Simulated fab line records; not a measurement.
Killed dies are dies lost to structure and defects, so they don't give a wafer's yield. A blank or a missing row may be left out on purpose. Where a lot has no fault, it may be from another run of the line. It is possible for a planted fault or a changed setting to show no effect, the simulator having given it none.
Matching of chambers || flow nand_harc || NHARC_A_CHANNEL_FILL_D2_ETCHBACK_20 on rie_diel-04: 4 sister chambers
The step etches the open film in C4F8/O2/Ar, target depth 27 nm, time 13.5 s. 4 wafers are shown with their chamber, then 7 later ones without.

== WAFERS WITH THEIR CHAMBER ==
{"wafer": "L082.4", "chamber": 0, "rf_vpp_V (V)": 982}
{"wafer": "L087.3", "chamber": 3, "rf_vpp_V (V)": 978}
{"wafer": "L088.2", "chamber": 2, "rf_vpp_V (V)": 982}
{"wafer": "L088.3", "chamber": 1, "rf_vpp_V (V)": 982}

== WAFERS WITHOUT THEIR CHAMBER ==
{"wafer": "L088.5", "rf_vpp_V (V)": 980}
{"wafer": "L091.2", "rf_vpp_V (V)": 980}
{"wafer": "L091.4", "rf_vpp_V (V)": 978}
{"wafer": "L091.6", "rf_vpp_V (V)": 980}
{"wafer": "L096.1", "rf_vpp_V (V)": 984}
{"wafer": "L096.3", "rf_vpp_V (V)": 977}
{"wafer": "L096.4", "rf_vpp_V (V)": 981}

== WHICH CHAMBER EACH WENT THROUGH ==
{"wafer": "L088.5", "from the rows above": "can't be placed: 0 or 1 or 2 or 3", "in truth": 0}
{"wafer": "L091.2", "from the rows above": "can't be placed: 0 or 1 or 2 or 3", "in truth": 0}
{"wafer": "L091.4", "from the rows above": 3, "in truth": 3}
{"wafer": "L091.6", "from the rows above": "can't be placed: 0 or 1 or 2 or 3", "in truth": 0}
{"wafer": "L096.1", "from the rows above": "can't be placed: 0 or 1 or 2", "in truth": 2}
{"wafer": "L096.3", "from the rows above": 3, "in truth": 3}
{"wafer": "L096.4", "from the rows above": "can't be placed: 0 or 1 or 2 or 3", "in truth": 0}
Placed correctly: 2 of 7. From these rows, 5 cannot be placed; in 5 the true chamber is one of the candidates. Wrongly placed: 0.
How it was worked out, from the rows above alone: a wafer's distance from a chamber is the root of the sum, over the readings, of the square of ((its reading less the chamber's mean) divided by the reading's scatter). If the next closest chamber is less than 2 further off than the closest, the wafer can't be placed; otherwise it belongs to the closest. For every chamber, the mean is computed from those of its wafers that are shown. The scatter: root of mean squared gap, hidden wafer to nearest shown wafer, with one shown wafer a chamber.
